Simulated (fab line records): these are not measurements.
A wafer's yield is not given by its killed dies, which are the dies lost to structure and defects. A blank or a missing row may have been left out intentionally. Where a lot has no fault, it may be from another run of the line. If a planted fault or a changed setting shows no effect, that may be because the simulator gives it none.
Matching of chambers -- flow nand_harc -- 4 sister chambers for NHARC_A_CHANNEL_FILL_D2_ALD_16 on ald_hk-01
The step deposits SiO2, target thk 1.5 nm, pulse time 10 s, ald cycles 15. 16 wafers are shown with their chamber, then 8 later ones without.

## EACH WAFER AND ITS CHAMBER
wafer,chamber,heater_power_w (W),precursor_pulse_height_rel
L075.2,2,448,0.985
L075.5,3,465,1.015
L075.6,2,449,1.025
L081.3,0,374,1.006
L081.4,2,446,0.963
L081.6,1,438,1.015
L081.1,3,470,1.033
L081.2,1,442,0.988
L081.5,0,379,1.009
L082.1,2,441,0.990
L082.4,0,391,0.963
L082.6,2,433,0.982
L083.2,0,390,0.979
L083.4,3,469,0.993
L083.6,2,447,1.014
L084.2,3,467,1.010

SIGNATURES (averages over the wafers above)
reading,chamber 0,chamber 1,chamber 2,chamber 3,scatter within a chamber
heater_power_w,383.50,440.00,444.00,467.75,5.89
precursor_pulse_height_rel,0.98925,1.00150,0.99317,1.01275,0.0208
Rule: a wafer's distance from a chamber is the root of the sum, over the readings, of the square of ((its reading less the chamber's mean) divided by the reading's scatter). If the next closest chamber is less than 2 further off than the closest, the wafer can't be placed; otherwise it belongs to the closest. The scatter is the square root of a quotient: the sum, over the shown wafers, of each reading's squared deviation from its chamber's mean, divided by wafers minus chambers.

## WAFERS MISSING THEIR CHAMBER
wafer,heater_power_w (W),precursor_pulse_height_rel
L084.3,390,0.993
L084.5,438,1.006
L086.3,469,0.983
L086.5,448,0.996
L086.6,378,0.986
L096.1,458,1.050
L096.2,382,0.968
L096.6,382,1.011

## WHICH CHAMBER EACH ONE RAN IN
wafer,from the rows above,in truth
L084.3,0,0
L084.5,can't be placed: 1 or 2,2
L086.3,3,3
L086.5,can't be placed: 2 or 1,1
L086.6,0,0
L096.1,can't be placed: 3 or 2 or 1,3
L096.2,0,0
L096.6,0,0
Placed correctly: 5 of 8. Can't be placed from these rows: 3 (the true chamber is among the candidates in 3). Number placed wrongly: 0.
